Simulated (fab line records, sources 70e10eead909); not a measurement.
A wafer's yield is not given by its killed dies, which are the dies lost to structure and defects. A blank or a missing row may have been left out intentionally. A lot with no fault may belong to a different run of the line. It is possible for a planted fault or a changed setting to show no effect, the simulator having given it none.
Chamber matching ; flow nandHarc ; NHARC_P_M1_DESCUM_14 on rieDiel-07: 4 sister chambers
The step chemistry O2, time 3 s. 8 wafers are shown with their chamber, then 10 later ones without.

EACH WAFER AND ITS CHAMBER
wafer;chamber;oesProductAu (a.u.);rfVppV (V)
L086.4;0;1.000;56.9
L086.6;0;0.992;57.0
L087.6;3;0.983;59.2
L089.4;3;0.989;58.3
L089.5;2;0.997;56.7
L089.6;1;1.013;57.8
L092.1;1;0.988;58.0
L092.3;2;0.984;57.6

WAFERS WITHOUT THEIR CHAMBER
wafer;oesProductAu (a.u.);rfVppV (V)
L092.5;0.984;58.4
L094.1;0.987;57.7
L094.3;0.988;57.4
L094.4;0.985;57.6
L096.1;0.984;57.4
L096.2;0.986;56.7
L096.4;1.004;59.0
L096.3;0.987;58.2
L096.5;0.984;57.0
L096.6;0.995;58.8

EACH ONE'S CHAMBER
wafer;from the rows above;in truth
L092.5;can't be placed: 3 or 1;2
L094.1;can't be placed: 2 or 1 or 0 or 3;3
L094.3;can't be placed: 2 or 0 or 1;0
L094.4;can't be placed: 2 or 1 or 0 or 3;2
L096.1;can't be placed: 2 or 0 or 1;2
L096.2;can't be placed: 2 or 0 or 1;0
L096.4;can't be placed: 3 or 1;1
L096.3;can't be placed: 3 or 1 or 2 or 0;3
L096.5;can't be placed: 2 or 0 or 1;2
L096.6;can't be placed: 3 or 1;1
0 of 10 placed correctly. Not placeable from these rows: 10 (in 9, the candidates include the true chamber). 0 placed wrongly.
How it was worked out, from the rows above alone: a wafer's distance from a chamber is the root of the sum, over the readings, of the square of ((its reading less the chamber's mean) divided by the reading's scatter). The wafer belongs to the nearest chamber; if the next one is less than 2 further off, it can't be placed. For every chamber, the mean is computed from those of its wafers that are shown. The scatter is the square root of a quotient: the sum, over the shown wafers, of each reading's squared deviation from its chamber's mean, divided by wafers minus chambers.
